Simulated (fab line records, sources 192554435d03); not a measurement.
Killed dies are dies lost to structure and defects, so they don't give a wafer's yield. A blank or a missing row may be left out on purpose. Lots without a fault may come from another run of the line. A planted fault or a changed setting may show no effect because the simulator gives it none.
A struck lot beside a sound one | flow n5_finfet | 37 steps out of a route of 1938
Sound: wafers L756.3, L756.5, L756.6. Struck: wafer L759.3. (L759.1, L759.5 of the same lot were not struck and are left out.) The cause comes at the end.
At each step with rows: each side's tool, then ch and its chambers, then its first start. Under that, the readings that differ: sound wafers | struck wafers | difference of the means | sigmas: that difference in standard deviations of wafers without a fault.
alike: readings whose means differ by less than 2 such deviations, and words and numbers that are the same on both sides. not compared: withheld readings, readings that some wafer has no value for, bounds like >300 that may hide the same value, and numbers for which the record gives no deviation and whose values overlap.
The two part at a step that has a row with sigmas, a row that says differs or no value, or rows on one side only. Numbers that don't overlap but have no deviation are shown without sigmas and don't part them. A reading that every wafer of one side lacks parts them only if that side has two wafers or more.

first, 9 steps without rows for these wafers: N5_MOL_CONTACT_COAG_COAT_78 (resist thk 40 nm); N5_MOL_CONTACT_COAG_EBR_80; N5_MOL_CONTACT_COAG_SOFTBAKE_79 (time 60 s); N5_MOL_CONTACT_COAG_EXPOSE_81 (exposes mask VG, defocus 0 nm); N5_MOL_CONTACT_COAG_PEB_82 (peb time 60 s); N5_MOL_CONTACT_COAG_DEVELOP_83 (develop time 30 s); N5_MOL_CONTACT_COAG_DESCUM_88 (chemistry O2, time 7 s); N5_MOL_CONTACT_COAG_ETCH_89 (etches underlayer in N2/H2, target depth 13 nm, time 10.4 s); N5_MOL_CONTACT_COAG_ETCH_90 (etches SiARC in CF4, target depth 13 nm, time 21.7 s).
N5_MOL_CONTACT_COAG_ALD_131: deposits SiO2, target thk 5 nm, pulse time 1 s, co reactant pulse time 1 s.
  sound on ald_sin-04 ch 0,1,2, day 6 04:01; struck on ald_sin-04 ch 1, day 7 02:10
  reading                                            | sound    | struck | difference | sigmas
  ald_cycles                                         | 35 35 35 | 53     | +18        |
  model.SiO2_of_MOL_CONTACT_COAG_ALD_131.thk_nm (nm) | 5 5 5    | 7.6    | +2.6       |
  alike: heater_power_w, precursor_pulse_height_rel
then, 25 steps without rows for these wafers: N5_MOL_CONTACT_COAG_ETCHBACK_132 (etches SiO2 in CHF3, target depth 10 nm, time 6.7 s); N5_MOL_CONTACT_COAG_ETCH_91 (etches SOC in N2/H2, target depth 60 nm, overetch 21 nm, time 101.2 s); N5_MOL_CONTACT_COAG_STRIP_92 (strips in N2/H2); N5_MOL_CONTACT_COAG_STRIP_93 (strips in N2/H2); N5_MOL_CONTACT_COAG_ETCHBACK_135 (etches SiO2 in CHF3, target depth 25 nm, time 16.7 s); N5_MOL_CONTACT_COAG_STRIP_118 (strips in CHF3); N5_MOL_CONTACT_COAG_VIA_ETCH_46 (etches SiO2 in C4F6/O2, target depth 46 nm, overetch 9.2 nm, time 40 s); N5_MOL_CONTACT_COAG_STRIP_96 (strips in N2/H2); N5_MOL_CONTACT_COAG_ETCH_47 (etches SiNx in CH3F/O2, stops on W, target depth 27 nm); N5_MOL_CONTACT_COAG_STRIP_119 (strips in N2/H2, time 30 s); N5_MOL_CONTACT_COAG_PRECLEAN_144 (cleans in alkaline clean, time 60 s); N5_MOL_CONTACT_COAG_SRD_145 (time 30 s); N5_MOL_CONTACT_COAG_COAT_62 (time 60 s, resist thk 60 nm); N5_MOL_CONTACT_COAG_COAT_63 (time 60 s, resist thk 10 nm); N5_MOL_CONTACT_COAG_COAT_64 (time 60 s, resist thk 10 nm); N5_MOL_CONTACT_COAG_COAT_34 (resist thk 40 nm); N5_MOL_CONTACT_COAG_EBR_36; N5_MOL_CONTACT_COAG_SOFTBAKE_35 (time 60 s); N5_MOL_CONTACT_COAG_EXPOSE_37 (exposes mask VD, defocus 0 nm); N5_MOL_CONTACT_COAG_PEB_38 (peb time 60 s); N5_MOL_CONTACT_COAG_DEVELOP_39 (develop time 30 s); N5_MOL_CONTACT_COAG_DESCUM_45 (chemistry O2, time 7 s); N5_MOL_CONTACT_COAG_ETCH_65 (etches underlayer in N2/H2, target depth 13 nm, time 10.4 s); N5_MOL_CONTACT_COAG_ETCH_66 (etches SiARC in CF4, target depth 13 nm, time 21.7 s); N5_MOL_CONTACT_COAG_ALD_133 (deposits SiO2, target thk 5 nm, pulse time 1 s, co reactant pulse time 1 s).
N5_BEOL_M4_RC_MEAS_101:
  the record has rows for the sound wafers here (prober-01 ch 0, day 9 05:45) and none for the struck ones
-- the record jumps here: 7 days lie between the struck wafers' starts before and after (it left off in module BEOL_M4 and takes up again in module PASSIVATION, whose first step shown is number 1936 of the route) --
N5_PASSIVATION_PROBE_49:
  the record has rows for the struck wafers here (prober-02, day 13 23:49) and none for the sound ones

WHERE THEY PART
First at N5_BEOL_M4_RC_MEAS_101; last, within this record, at N5_PASSIVATION_PROBE_49.

WHY: what the simulator had put in
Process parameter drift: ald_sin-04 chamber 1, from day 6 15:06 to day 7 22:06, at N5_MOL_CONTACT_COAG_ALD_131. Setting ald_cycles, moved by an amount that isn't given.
